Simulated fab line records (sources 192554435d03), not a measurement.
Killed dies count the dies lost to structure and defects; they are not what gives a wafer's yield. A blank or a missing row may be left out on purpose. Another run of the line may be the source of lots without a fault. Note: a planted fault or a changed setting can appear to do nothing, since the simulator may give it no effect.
Commonality check across tools | flow n5Finfet | Sample size 10 lots and 28 wafers

REASON IT WAS OPENED
On 2 of the 10 lots, a flag is raised at N5_BEOL_M3_INSPECT_59 on the reading rawDefectCount. Wafers without a fault read 70, standard deviation 23.
Rule: a lot gets a flag if all its wafers with a number sit over 4 standard deviations from that mean, or if no wafer of it has a number. The rest of the lots are taken to be sound.

lot  | measured     | on               | rawDefectCount, wafer by wafer | flag
L881 | day 7 22:22  | defectInspect-01 | 37 57                          | 
L882 | day 8 00:36  | defectInspect-01 | 49 58 47                       | 
L884 | day 8 14:30  | defectInspect-01 | 66 85                          | 
L883 | day 8 14:38  | defectInspect-01 | 38 91 49                       | 
L885 | day 8 18:31  | defectInspect-02 | 98 71 58                       | 
L888 | day 9 22:53  | defectInspect-02 | 52 66 58                       | 
L889 | day 10 05:34 | defectInspect-01 | 35 51 24                       | 
L893 | day 11 01:13 | defectInspect-02 | 856 909 915                    | FLAGGED
L894 | day 11 08:44 | defectInspect-01 | 972 933 1028                   | FLAGGED
L897 | day 12 01:22 | defectInspect-02 | 49 90 74                       | 
The numbers of the flagged lots are 936 on average: +866 against the usual, or +38 standard deviations.

WHICH TOOL RAN EACH LOT
The record holds 4 process steps before the reading, out of a route of 1938 steps. Read each cell as the tool, then ch plus the chambers that the sampled wafers visited, then the start.
lot  | flag    | N5_BEOL_M3_ANNEAL_89        | N5_BEOL_M3_ANNEAL_91        | N5_BEOL_M3_CMP_52             | N5_BEOL_M3_CO_CAP_55
L881 |         | pvdSputter-03, day 7 20:29  | pvdSputter-03, day 7 20:42  | cmp-03 ch 0,3, day 7 21:51    | cvdCo-02 ch 0,1, day 7 22:09
L882 |         | pvdSputter-03, day 7 22:43  | pvdSputter-03, day 7 22:56  | cmp-02 ch 0,1,3, day 8 00:01  | cvdCo-02 ch 0,1, day 8 00:23
L884 |         | pvdSputter-02, day 8 12:29  | pvdSputter-02, day 8 12:42  | cmp-04 ch 0,2, day 8 13:51    | cvdCo-01 ch 2, day 8 14:17
L883 |         | pvdSputter-01, day 8 12:35  | pvdSputter-01, day 8 12:48  | cmp-02 ch 1,2, day 8 13:52    | cvdCo-01 ch 0,1,2, day 8 14:26
L885 |         | pvdSputter-01, day 8 16:32  | pvdSputter-01, day 8 16:46  | cmp-03 ch 0,3, day 8 17:56    | cvdCo-01 ch 1,2, day 8 18:18
L888 |         | pvdSputter-03, day 9 20:58  | pvdSputter-03, day 9 21:11  | cmp-02 ch 0,2,3, day 9 22:19  | cvdCo-02 ch 0,1,2, day 9 22:41
L889 |         | pvdSputter-01, day 10 03:25 | pvdSputter-01, day 10 03:38 | cmp-04 ch 0,1,3, day 10 05:01 | cvdCo-02 ch 0,1, day 10 05:22
L893 | FLAGGED | pvdSputter-02, day 10 23:20 | pvdSputter-02, day 10 23:34 | cmp-04 ch 0,1,3, day 11 00:44 | cvdCo-02 ch 0,1,2, day 11 01:02
L894 | FLAGGED | pvdSputter-01, day 11 06:50 | pvdSputter-01, day 11 07:03 | cmp-03 ch 0,1,2, day 11 08:14 | cvdCo-02 ch 0,1,2, day 11 08:30
L897 |         | pvdSputter-03, day 11 23:30 | pvdSputter-03, day 11 23:43 | cmp-03 ch 0,1,2, day 12 00:50 | cvdCo-01 ch 0,1, day 12 01:10
What the steps here do:
- N5_BEOL_M3_ANNEAL_89: time 240 s.
- N5_BEOL_M3_ANNEAL_91: time 240 s.
- N5_BEOL_M3_CMP_52: polishes, stops on SiOC, t overpolish 6.8 s, target thk 40 nm.
- N5_BEOL_M3_CO_CAP_55: material Co, precursor CCTBA/H2, target thk 2 nm, time 102.1 s.
- N5_BEOL_M3_INSPECT_59: inspects for defects (darkfield).

FLAGGED AGAINST TOTAL, ONE TOOL AT A TIME (gauges that did the reading follow at the end)
step                  | tool             | lots run | flagged | share of the flagged lots | sound lots run after its first flagged lot
N5_BEOL_M3_ANNEAL_89  | pvdSputter-01    | 4        | 1       | some                      | 0
N5_BEOL_M3_ANNEAL_89  | pvdSputter-02    | 2        | 1       | some                      | 0
N5_BEOL_M3_ANNEAL_89  | pvdSputter-03    | 4        | 0       | none                      | -
N5_BEOL_M3_ANNEAL_91  | pvdSputter-01    | 4        | 1       | some                      | 0
N5_BEOL_M3_ANNEAL_91  | pvdSputter-02    | 2        | 1       | some                      | 0
N5_BEOL_M3_ANNEAL_91  | pvdSputter-03    | 4        | 0       | none                      | -
N5_BEOL_M3_CMP_52     | cmp-02           | 3        | 0       | none                      | -
N5_BEOL_M3_CMP_52     | cmp-03           | 4        | 1       | some                      | 1 (L897)
N5_BEOL_M3_CMP_52     | cmp-04           | 3        | 1       | some                      | 0
N5_BEOL_M3_CO_CAP_55  | cvdCo-01         | 4        | 0       | none                      | -
N5_BEOL_M3_CO_CAP_55  | cvdCo-02         | 6        | 2       | all                       | 0
N5_BEOL_M3_INSPECT_59 | defectInspect-01 | 6        | 1       | some                      | 0
N5_BEOL_M3_INSPECT_59 | defectInspect-02 | 4        | 1       | some                      | 1 (L897)

THE TABLE: WHAT IT ALLOWS
Rows of the table that ran each flagged lot: 1, that is cvdCo-02 at N5_BEOL_M3_CO_CAP_55.
- cvdCo-02 at N5_BEOL_M3_CO_CAP_55: 2 of its 6 lots flagged. Last sound lot L889 at day 10 05:22, first flagged lot L893 at day 11 01:02; a fault beginning in between fits.
What remains is a single tool, cvdCo-02 at N5_BEOL_M3_CO_CAP_55.

WHAT THE SIMULATOR HAD INSERTED
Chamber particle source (cvdCo-02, N5_BEOL_M3_CO_CAP_55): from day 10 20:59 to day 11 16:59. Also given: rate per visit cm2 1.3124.
Lots struck among those shown: L893, L894. This agrees with what the rule above found.
